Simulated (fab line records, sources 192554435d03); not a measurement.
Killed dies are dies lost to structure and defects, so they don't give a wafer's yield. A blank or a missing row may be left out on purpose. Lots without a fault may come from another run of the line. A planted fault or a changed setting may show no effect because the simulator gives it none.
fab line records | flow n5_finfet | part 1 of 2: steps 1 to 25 of 31
record lots=5 wafers=15 last_day=15
route steps=1938 shown BEOL_M6@1256 BEOL_M7@1263
lots that met no fault: from a run of the same line without faults
start_h: hours from the record's first day to the start of the lot's first wafer shown | wait_h: hours since the lot's step before | " the same as in the row above | L1.1+2: a row that stands for several wafers | - no value, or no start given | * or withheld: withheld | < > ~ a bound
route shown NAME@n: a module of which the file shows steps, and the number in the route of the first | usual: mean/standard deviation of fault-free wafers | same: alike in all rows | chamber/n: place in a boat | sites: the reading at each site | _std_site: their standard deviation | _edge_site: outer sites' mean less inner sites' | radius_mm: how far each site lies from the wafer's centre | mask NAME#n: copy n | behind: the tool/chamber that last shaped the wafer | hold: why the lot was held/for how many hours/how that ended | device: the transistor (n, p or np) that didn't switch | end of line: the same wafers' tests at the end of the route | a step without rows: its recipe alone | killed: dies lost to structure and defects at the first sort, not the wafer's yield | map: a wafer's dies, x killed, . not, _ none there
set.NAME: the setting as run; set.NAME@STEP: as run at that earlier step | model.NAME: the simulator's own value behind a step, which no gauge read
lots at some steps of the route; a table a step, a row a wafer
services: from which hour (start_h, from the record's first day; less than 0 if before it) a tool's chamber was out of use, for how many hours, and why
## steps
# step N5_BEOL_M6_ANNEAL_51
# recipe temp_c=225 time_s=90 ambient=N2
# usual wafer_temp_C_max=226.3/0.79
# columns lot.wafer tool chamber start_h wait_h wafer_temp_C_max
L075.2 rtp_anneal-02 0 186.61 0.1 227.4
L075.3 " 0 " " 227.1
L075.6 " 0 " " 226.4
L078.2 rtp_anneal-01 0 208.28 0.1 225.9
L078.4 " 0 " " 225.5
L078.6 " 0 " " 225.5
L085.1 rtp_anneal-01 0 255.53 0.5 225.7
L085.5 " 0 " " 225.8
L085.6 " 0 " " 225.8
L088.2 rtp_anneal-01 0 276.04 0.3 225.5
L088.5 " 0 " " 225.7
L088.6 " 0 " " 225.6
L092.2 rtp_anneal-01 0 289.68 1.0 225.5
L092.3 " 0 " " 225.6
L092.5 " 0 " " 225.2
# step N5_BEOL_M6_CMP_52
# recipe stop_on=SiCOH_lowk t_overpolish_s=6.9 down_force_psi=1 platen_rpm=50 clearing_platen_down_force_psi=1.5 clearing_platen_rpm=50 post_cmp_clean=cu_alkaline target_thk_nm=80 clearing_platen_pad_velocity_m_s=0.99484 pad_velocity_m_s=0.99484
# usual barrier_field_endpoint_s=29.2/0.76 motor_current_A=6.3/0.62 overpolish_run_s=6.899/0.0094 pad_life_wafers=1082/590 time_to_endpoint_s=63.9/2.7
# columns lot.wafer tool chamber start_h wait_h barrier_field_endpoint_s motor_current_A overpolish_run_s pad_life_wafers time_to_endpoint_s
L075.2 cmp-02 2 186.90 0.2 30.1 6.4 6.907 1837 67.0
L075.3 " 0 " " 29.7 7.1 6.894 1839 64.9
L075.6 " 1 " " 30.2 6.2 6.893 - 66.5
L078.2 cmp-03 0 208.55 0.2 30.9 5.5 6.908 1158 70.8
L078.4 " 1 " " 30.8 5.9 6.890 1159 71.8
L078.6 " 0 " " 31.4 5.3 6.915 - 69.7
L085.1 cmp-03 0 255.87 0.3 29.9 5.7 6.896 1261 65.2
L085.5 " 3 " " 30.4 6.4 6.886 - 65.7
L085.6 " 0 " " 29.4 5.8 6.899 - 62.9
L088.2 cmp-03 1 276.33 0.2 28.7 5.7 6.906 1441 61.2
L088.5 " 0 " " 29.3 5.7 6.891 - 64.0
L088.6 " 1 " " 29.0 6.0 6.903 - 62.9
L092.2 cmp-02 1 289.93 0.2 29.4 6.6 6.906 462 67.2
L092.3 " 0 " " 29.1 6.8 6.916 465 67.0
L092.5 " 2 " " 30.2 6.1 6.890 - 66.9
# step N5_BEOL_M6_THK_MEAS_53
# recipe thk_meas_gauge=xrf reads=Cu_of_BEOL_M6_ECD_50
# usual M6_THK=82.5/1.7
# columns lot.wafer tool chamber start_h wait_h M6_THK[nm]
L075.2 film_metro-02 - 187.16 - 80.5
L075.3 " - " " 78.1
L075.6 " - " " 80.1
L078.2 film_metro-02 - 208.84 - 83.5
L078.4 " - " " 81.8
L078.6 " - " " 84.8
L085.1 film_metro-02 - 256.13 - 85.3
L085.5 " - " " 84.9
L085.6 " - " " 82.8
L088.2 film_metro-02 - 276.59 - 82.9
L088.5 " - " " 83.0
L088.6 " - " " 82.0
L092.2 film_metro-01 - 290.22 - 80.4
L092.3 " - " " 80.9
L092.5 " - " " 84.6
# step N5_BEOL_M6_PRE_CLEAN_55
# recipe gas=NH3 time_s=15 temp_c=withheld rf_power_w=300
# columns lot.wafer tool chamber start_h wait_h since_wet_clean_h
L075.2 pecvd-04 0 187.20 0.0 710
L075.3 " 2 " " 2160
L075.6 " 0 " " -
L078.2 pecvd-04 1 208.88 0.0 1457
L078.4 " 1 " " -
L078.6 " 0 " " -
L085.1 pecvd-03 0 256.16 0.0 1141
L085.5 " 0 " " -
L085.6 " 2 " " -
L088.2 pecvd-04 2 276.63 0.0 42
L088.5 " 0 " " -
L088.6 " 2 " " -
L092.2 pecvd-04 0 290.26 0.0 813
L092.3 " 1 " " 1538
L092.5 " 2 " " -
# step N5_BEOL_M6_DEP_56
# recipe material=SiCN target_thk_a=100 temp_c=withheld precursor=3MS/NH3 pressure_torr=3 rf_w=202 time_s=17.5
# usual showerhead_plenum_p_Torr=3.665/0.012 throttle_valve_pct=8.9/0.38
# columns lot.wafer tool chamber start_h wait_h showerhead_plenum_p_Torr since_wet_clean_h throttle_valve_pct
L075.2 pecvd-04 0 187.22 0.0 3.677 710 9.2
L075.3 " 2 " " 3.675 2160 8.7
L075.6 " 0 " " 3.674 - 9.0
L078.2 pecvd-04 1 208.92 0.0 3.660 1457 9.4
L078.4 " 1 " " 3.651 - 9.3
L078.6 " 0 " " 3.678 - 9.1
L085.1 pecvd-03 0 256.19 0.0 3.646 1141 9.6
L085.5 " 0 " " 3.649 - 9.4
L085.6 " 2 " " 3.681 - 9.0
L088.2 pecvd-04 2 276.65 0.0 3.672 42 8.3
L088.5 " 0 " " 3.668 - 9.0
L088.6 " 2 " " 3.664 - 8.2
L092.2 pecvd-04 0 290.29 0.0 3.680 813 9.0
L092.3 " 1 " " 3.659 1538 9.2
L092.5 " 2 " " 3.678 - 8.4
# step N5_BEOL_M6_RS_MEAS_57
# recipe thk_meas_gauge=four-point-probe reads=Cu_of_BEOL_M6_ECD_50+Co_of_BEOL_M6_CVD_78+TaN_of_BEOL_M6_ALD_77
# usual M6_RS=0.284/0.0066
# columns lot.wafer tool chamber start_h wait_h M6_RS[ohm/sq]
L075.2 film_metro-01 - 187.29 0.1 0.289
L075.3 " - " " 0.299
L075.6 " - " " 0.292
L078.2 film_metro-01 - 209.01 0.1 0.278
L078.4 " - " " 0.286
L078.6 " - " " 0.273
L085.1 film_metro-02 - 256.26 0.1 0.275
L085.5 " - " " 0.279
L085.6 " - " " 0.285
L088.2 film_metro-02 - 276.72 0.1 0.281
L088.5 " - " " 0.280
L088.6 " - " " 0.285
L092.2 film_metro-01 - 290.36 0.1 0.291
L092.3 " - " " 0.289
L092.5 " - " " 0.275
# step N5_BEOL_M6_INSPECT_58
# recipe inspect_instrument=darkfield mode=post_dep
# usual raw_defect_count=68/22
# columns lot.wafer tool chamber start_h wait_h raw_defect_count
L075.2 defect_inspect-02 - 187.32 0.0 70
L075.3 " - " " 40
L075.6 " - " " 66
L078.2 defect_inspect-02 - 209.03 0.0 67
L078.4 " - " " 34
L078.6 " - " " 77
L085.1 defect_inspect-02 - 256.28 0.0 82
L085.5 " - " " 84
L085.6 " - " " 145
L088.2 defect_inspect-02 - 276.75 0.0 102
L088.5 " - " " 80
L088.6 " - " " 90
L092.2 defect_inspect-01 - 290.38 0.0 57
L092.3 " - " " 71
L092.5 " - " " 50
# step N5_BEOL_M7_ILD_DEP_00
# recipe material=SiCOH_lowk target_thk_a=1797.5 temp_c=300 precursor=DEMS/porogen pressure_torr=5 rf_w=500 time_s=33.4
# usual heater_power_w=369/56 showerhead_plenum_p_Torr=5.737/0.013 throttle_valve_pct=13.6/0.56
# columns lot.wafer tool chamber start_h wait_h heater_power_w showerhead_plenum_p_Torr since_wet_clean_h throttle_valve_pct
L075.2 pecvd-04 0 187.35 0.0 459 5.735 710 13.4
L075.3 " 1 " " 333 5.725 1435 13.9
L075.6 " 2 " " 371 5.727 - 13.4
L078.2 pecvd-02 2 209.07 0.0 373 5.740 521 14.5
L078.4 " 0 " " 369 5.759 - 13.7
L078.6 " 2 " " 383 5.749 - 14.3
L085.1 pecvd-04 0 256.32 0.0 452 5.752 779 14.2
L085.5 " 0 " " 460 5.755 - 14.0
L085.6 " 2 " " 371 5.743 - 12.4
L088.2 pecvd-04 0 276.78 0.0 416 5.739 799 13.9
L088.5 " 2 " " 342 5.739 - 12.6
L088.6 " 0 " " 446 5.723 - 13.6
L092.2 pecvd-04 0 290.42 0.0 488 5.748 813 14.0
L092.3 " 1 " " 292 5.714 1538 14.4
L092.5 " 2 " " 406 5.746 - 12.6
# step N5_BEOL_M7_CURE_74
# recipe temp_c=385 time_s=240 ambient=He/Ar material=SiCOH_lowk
# usual lamp_power_pct=52.32/0.056 wafer_temp_C_max=386.9/0.6
# columns lot.wafer tool chamber start_h wait_h lamp_power_pct wafer_temp_C_max
L075.2 uv_cure-01 2 187.69 0.3 52.31 386.9
L075.3 " 2 " " 52.25 386.9
L075.6 " 2 " " 52.21 386.9
L078.2 uv_cure-01 0 209.21 0.1 52.26 386.1
L078.4 " 0 " " 52.21 385.9
L078.6 " 0 " " 52.37 386.3
L085.1 uv_cure-02 2 256.71 0.4 52.35 387.5
L085.5 " 2 " " 52.23 386.9
L085.6 " 2 " " 52.34 386.9
L088.2 uv_cure-03 0 276.93 0.1 52.36 386.0
L088.5 " 0 " " 52.43 386.7
L088.6 " 0 " " 52.30 386.7
L092.2 uv_cure-03 2 290.56 0.1 52.35 386.5
L092.3 " 2 " " 52.29 387.2
L092.5 " 2 " " 52.33 385.9
# step N5_BEOL_M7_THK_MEAS_01
# recipe reads=SiCOH_lowk_of_BEOL_M7_ILD_DEP_00
# usual M7_ILD_THK=155.6/1.9
# columns lot.wafer tool chamber start_h wait_h M7_ILD_THK[nm]
L075.2 film_metro-01 - 188.12 0.4 154.9
L075.3 " - " " 153.6
L075.6 " - " " 158.1
L078.2 film_metro-02 - 209.65 0.4 153.1
L078.4 " - " " 153.8
L078.6 " - " " 155.1
L085.1 film_metro-02 - 257.22 0.4 152.5
L085.5 " - " " 156.7
L085.6 " - " " 155.6
L088.2 film_metro-01 - 277.38 0.4 155.6
L088.5 " - " " 158.1
L088.6 " - " " 159.0
L092.2 film_metro-01 - 291.00 0.4 154.0
L092.3 " - " " 155.5
L092.5 " - " " 156.6
# step N5_BEOL_M7_PECVD_70
# recipe material=SiO2 target_thk_a=200 temp_c=400 precursor=TEOS/O2 pressure_torr=5.5 rf_w=450 teos_flow_sccm=53.8 gas=O2 flow_sccm=3000 time_s=22.7
# usual heater_power_w=806/99 showerhead_plenum_p_Torr=8.79/0.05 throttle_valve_pct=22.1/0.81
# columns lot.wafer tool chamber start_h wait_h heater_power_w showerhead_plenum_p_Torr since_wet_clean_h throttle_valve_pct
L075.2 pecvd-04 2 188.15 0.0 777 8.82 2161 21.9
L075.3 " 0 " " 1066 8.81 711 22.2
L075.6 " 2 " " 796 8.81 - 21.7
L078.2 pecvd-02 1 209.68 0.0 653 8.75 2001 21.9
L078.4 " 2 " " 830 8.84 - 22.9
L078.6 " 1 " " 663 8.73 - 21.8
L085.1 pecvd-01 2 257.26 0.0 834 8.78 179 20.8
L085.5 " 1 " " 746 8.72 - 22.4
L085.6 " 0 " " 844 8.76 - 22.2
L088.2 pecvd-02 1 277.41 0.0 723 8.75 2069 21.9
L088.5 " 0 " " 749 8.84 - 22.0
L088.6 " 1 " " 716 8.75 - 22.2
L092.2 pecvd-02 2 291.03 0.0 754 8.84 603 23.5
L092.3 " 0 " " 781 8.83 1357 21.8
L092.5 " 0 " " 786 8.87 - 21.5
# step N5_BEOL_M7_HM_DEP_02
# recipe material=TiN target_thk_a=200 temp_c=25 chamber_pressure_pa=0.49996
# usual throttle_valve_pct=30.1/0.42
# columns lot.wafer tool chamber start_h wait_h throttle_valve_pct
L075.2 pvd_sputter-02 - 190.96 2.8 30.6
L075.3 " - " " 30.1
L075.6 " - " " 30.7
L078.2 pvd_sputter-01 - 211.30 1.6 30.9
L078.4 " - " " 30.2
L078.6 " - " " 30.8
L085.1 pvd_sputter-01 - 257.48 0.2 29.5
L085.5 " - " " 30.6
L085.6 " - " " 29.6
L088.2 pvd_sputter-03 - 278.25 0.8 30.3
L088.5 " - " " 29.7
L088.6 " - " " 29.5
L092.2 pvd_sputter-03 - 291.50 0.5 30.5
L092.3 " - " " 30.3
L092.5 " - " " 30.2
# step N5_BEOL_M7_COAT_59
# recipe resist=SOC temp_c=250 time_s=60 spin_rpm=1500 resist_thk_nm=100
# columns lot.wafer tool chamber start_h wait_h
L075.2+3+6 litho_track-05 0 191.09 0.1
L078.2+4+6 litho_track-03 0 211.43 0.1
L085.1+5+6 litho_track-03 0 257.61 0.1
L088.2+5+6 litho_track-05 0 278.39 0.1
L092.2+3+5 litho_track-03 0 291.63 0.1
# step N5_BEOL_M7_COAT_60
# recipe resist=SiARC temp_c=220 time_s=60 spin_rpm=1500 resist_thk_nm=35
# columns lot.wafer tool chamber start_h wait_h
L075.2+3+6 litho_track-05 0 - -
L078.2+4+6 litho_track-03 0 - -
L085.1+5+6 litho_track-03 0 - -
L088.2+5+6 litho_track-05 0 - -
L092.2+3+5 litho_track-03 0 - -
# step N5_BEOL_M7_COAT_05
# recipe resist=CAR-ArF spin_rpm=1500 resist_thk_nm=90
# columns lot.wafer tool chamber start_h wait_h
L075.2+3+6 litho_track-05 0 - -
L078.2+4+6 litho_track-03 0 - -
L085.1+5+6 litho_track-03 0 - -
L088.2+5+6 litho_track-05 0 - -
L092.2+3+5 litho_track-03 0 - -
# step N5_BEOL_M7_EBR_07
# recipe solvent=PGMEA ebr_width_mm=1.5
# columns lot.wafer tool chamber start_h wait_h
L075.2+3+6 litho_track-05 0 - -
L078.2+4+6 litho_track-03 0 - -
L085.1+5+6 litho_track-03 0 - -
L088.2+5+6 litho_track-05 0 - -
L092.2+3+5 litho_track-03 0 - -
# step N5_BEOL_M7_SOFTBAKE_06
# recipe temp_c=110 time_s=60 resist=CAR-ArF
# columns lot.wafer tool chamber start_h wait_h
L075.2+3+6 litho_track-05 0 - -
L078.2+4+6 litho_track-03 0 - -
L085.1+5+6 litho_track-03 0 - -
L088.2+5+6 litho_track-05 0 - -
L092.2+3+5 litho_track-03 0 - -
# step N5_BEOL_M7_EXPOSE_08
# recipe mask_id=M7 na=1.35 source_shape=dipole sigma_inner=0.817 sigma_outer=0.97 polarization=te dose_mj=68.25
# same na=1.35
# columns lot.wafer tool chamber start_h wait_h mask
L075.2+3+6 arfi_scanner-01 0 191.21 - M7#0
L078.2+4+6 arfi_scanner-03 0 211.68 - M7#0
L085.1+5+6 arfi_scanner-01 0 257.85 - M7#0
L088.2+5+6 arfi_scanner-03 0 278.57 - M7#0
L092.2+3+5 arfi_scanner-01 0 291.88 - M7#0
# step N5_BEOL_M7_PEB_09
# recipe peb_temp_c=withheld peb_time_s=60 resist=CAR-ArF
# columns lot.wafer tool chamber start_h wait_h
L075.2+3+6 litho_track-02 0 191.27 0.0
L078.2+4+6 litho_track-02 0 211.73 0.0
L085.1+5+6 litho_track-02 0 257.92 0.1
L088.2+5+6 litho_track-03 0 278.62 0.0
L092.2+3+5 litho_track-05 0 291.94 0.0
# step N5_BEOL_M7_DEVELOP_10
# recipe develop_time_s=30 developer=TMAH resist=CAR-ArF rinse_liquid=diw dry=air_spin dev_temp_c=23
# columns lot.wafer tool chamber start_h wait_h
L075.2+3+6 litho_track-02 0 - -
L078.2+4+6 litho_track-02 0 - -
L085.1+5+6 litho_track-02 0 - -
L088.2+5+6 litho_track-03 0 - -
L092.2+3+5 litho_track-05 0 - -
# step N5_BEOL_M7_CD_MEAS_11
# recipe target_cd_nm=38.5 landing_energy_ev=500 detector=se_inlens polarity=opening
# usual cd_nm=38.6/0.44
# same landing_energy_ev=500
# columns lot.wafer tool chamber start_h wait_h cd_nm
L075.2 cd_sem-03 0 191.34 - 39.2
L075.3 " 0 " " 38.8
L075.6 " 0 " " 39.0
L078.2 cd_sem-01 0 211.80 - 38.4
L078.4 " 0 " " 37.8
L078.6 " 0 " " 38.3
L085.1 cd_sem-02 0 257.99 - 38.4
L085.5 " 0 " " 38.0
L085.6 " 0 " " 37.8
L088.2 cd_sem-02 0 278.69 - 38.2
L088.5 " 0 " " 38.6
L088.6 " 0 " " 38.3
L092.2 cd_sem-02 0 292.00 - 38.6
L092.3 " 0 " " 38.7
L092.5 " 0 " " 38.6
# step N5_BEOL_M7_OVL_MEAS_12
# recipe points_per_wafer=44
# usual M7_OVL=0.2/0.77
# columns lot.wafer tool chamber start_h wait_h M7_OVL[nm]
L075.2 overlay-01 0 191.37 0.0 -0.2
L075.3 " 0 " " 0.5
L075.6 " 0 " " -0.6
L078.2 overlay-01 0 211.83 0.0 -0.3
L078.4 " 0 " " -0.2
L078.6 " 0 " " 0.1
L085.1 overlay-02 0 258.02 0.0 0.5
L085.5 " 0 " " 1.0
L085.6 " 0 " " -1.4
L088.2 overlay-02 0 278.72 0.0 0.7
L088.5 " 0 " " 0.6
L088.6 " 0 " " 0.7
L092.2 overlay-01 0 292.03 0.0 -0.3
L092.3 " 0 " " 0.5
L092.5 " 0 " " -0.1
# step N5_BEOL_M7_INSPECT_13
# recipe mode=adi inspect_instrument=brightfield
# usual raw_defect_count=376/84
# columns lot.wafer tool chamber start_h wait_h raw_defect_count
L075.2 defect_inspect-02 - 191.39 0.0 403
L075.3 " - " " 331
L075.6 " - " " 379
L078.2 defect_inspect-01 - 211.86 0.0 251
L078.4 " - " " 241
L078.6 " - " " 264
L085.1 defect_inspect-01 - 258.04 0.0 451
L085.5 " - " " 361
L085.6 " - " " 513
L088.2 defect_inspect-02 - 278.74 0.0 355
L088.5 " - " " 421
L088.6 " - " " 510
L092.2 defect_inspect-02 - 292.06 0.0 329
L092.3 " - " " 473
L092.5 " - " " 295
# step N5_BEOL_M7_DESCUM_16
# recipe chemistry=O2 time_s=7.9 source_power_w=50 bias_power_w=20 pressure_mtorr=20 rf_frequency_hz=2.712e+07 temp_c=40 resist=CAR-ArF o2_flow_sccm=225
# usual drypump_motor_current_A=5.8/0.38 o2_flow_sccm=225.0/0.61 oes_product_au=0.80/0.07 rf_vpp_V=243.2/1.1 showerhead_plenum_p_Torr=2.10/0.052 throttle_valve_pct=20.35/0.22
# columns lot.wafer tool chamber start_h wait_h drypump_motor_current_A o2_flow_sccm oes_product_au rf_hours_counter_h rf_vpp_V showerhead_plenum_p_Torr throttle_valve_pct
L075.2 rie_diel-01 3 191.44 0.0 5.1 226.0 1.03 0 243.6 2.14 20.09
L075.3 " 1 " " 5.7 225.4 0.84 80 243.5 2.13 20.41
L075.6 " 2 " " 5.7 225.7 0.84 - 242.2 2.04 20.13
L078.2 rie_diel-03 1 211.89 0.0 6.2 224.9 0.73 163 244.6 2.18 20.42
L078.4 " 3 " " 6.2 224.5 0.88 45 242.6 2.14 20.33
L078.6 " 3 " " 6.2 225.3 0.89 - 243.5 2.14 20.32
L085.1 rie_diel-01 2 258.75 0.7 5.7 224.2 0.82 79 241.3 2.04 20.15
L085.5 " 0 " " 5.6 226.0 0.74 - 243.9 2.10 20.46
L085.6 " 1 " " 5.7 225.1 0.82 - 243.9 2.12 20.45
L088.2 rie_diel-01 0 279.57 0.8 5.6 224.4 0.74 169 243.2 2.09 20.49
L088.5 " 2 " " 5.7 225.1 0.81 - 241.9 2.03 20.15
L088.6 " 3 " " 5.2 224.6 0.91 - 245.1 2.13 20.10
L092.2 rie_diel-01 0 292.11 0.1 5.6 225.1 0.74 175 242.7 2.09 20.48
L092.3 " 1 " " 5.7 223.9 0.80 112 241.7 2.11 20.45
L092.5 " 3 " " 5.2 225.0 0.91 - 244.9 2.13 20.11
# step N5_BEOL_M7_ETCH_61
# recipe chemistry=CF4 target=SiARC target_depth_a=455 mask_material=CAR-ArF time_s=75.8 ion_energy_ev=80 pressure_mtorr=40 source_w=545 bias_w=36 Ar_flow_sccm=100 cf4_flow_sccm=100 ends=cleared
# usual drypump_motor_current_A=5.8/0.38 etch_rf_on_time_s=75.6/1.2 oes_product_au=0.68/0.062 rf_vpp_V=184.2/0.96 showerhead_plenum_p_Torr=2.14/0.049 throttle_valve_pct=15.52/0.21
# columns lot.wafer tool chamber start_h wait_h drypump_motor_current_A etch_rf_on_time_s oes_product_au rf_hours_counter_h rf_vpp_V showerhead_plenum_p_Torr throttle_valve_pct
L075.2 rie_diel-01 3 191.48 0.0 5.1 73.7 0.88 0 183.6 2.19 15.24
L075.3 " 1 " " 5.7 75.4 0.71 80 183.9 2.17 15.53
L075.6 " 2 " " 5.7 74.7 0.72 - 182.5 2.09 15.31
L078.2 rie_diel-03 1 211.92 0.0 6.1 78.2 0.63 163 184.3 2.23 15.60
L078.4 " 3 " " 6.2 75.6 0.75 45 185.5 2.17 15.39
L078.6 " 3 " " 6.2 75.7 0.76 - 185.0 2.17 15.39
L085.1 rie_diel-01 2 258.79 0.0 5.7 75.9 0.70 79 183.5 2.08 15.37
L085.5 " 0 " " 5.6 75.0 0.64 - 185.0 2.14 15.64
L085.6 " 1 " " 5.7 76.9 0.69 - 184.3 2.16 15.56
L088.2 rie_diel-01 0 279.60 0.0 5.6 74.4 0.64 169 184.2 2.14 15.64
L088.5 " 2 " " 5.7 74.6 0.69 - 182.9 2.08 15.39
L088.6 " 3 " " 5.1 73.9 0.79 - 184.8 2.18 15.29
L092.2 rie_diel-01 0 292.15 0.0 5.6 75.8 0.63 175 184.3 2.13 15.65
L092.3 " 1 " " 5.7 76.1 0.69 112 183.4 2.16 15.59
L092.5 " 3 " " 5.1 74.1 0.78 - 184.9 2.18 15.31
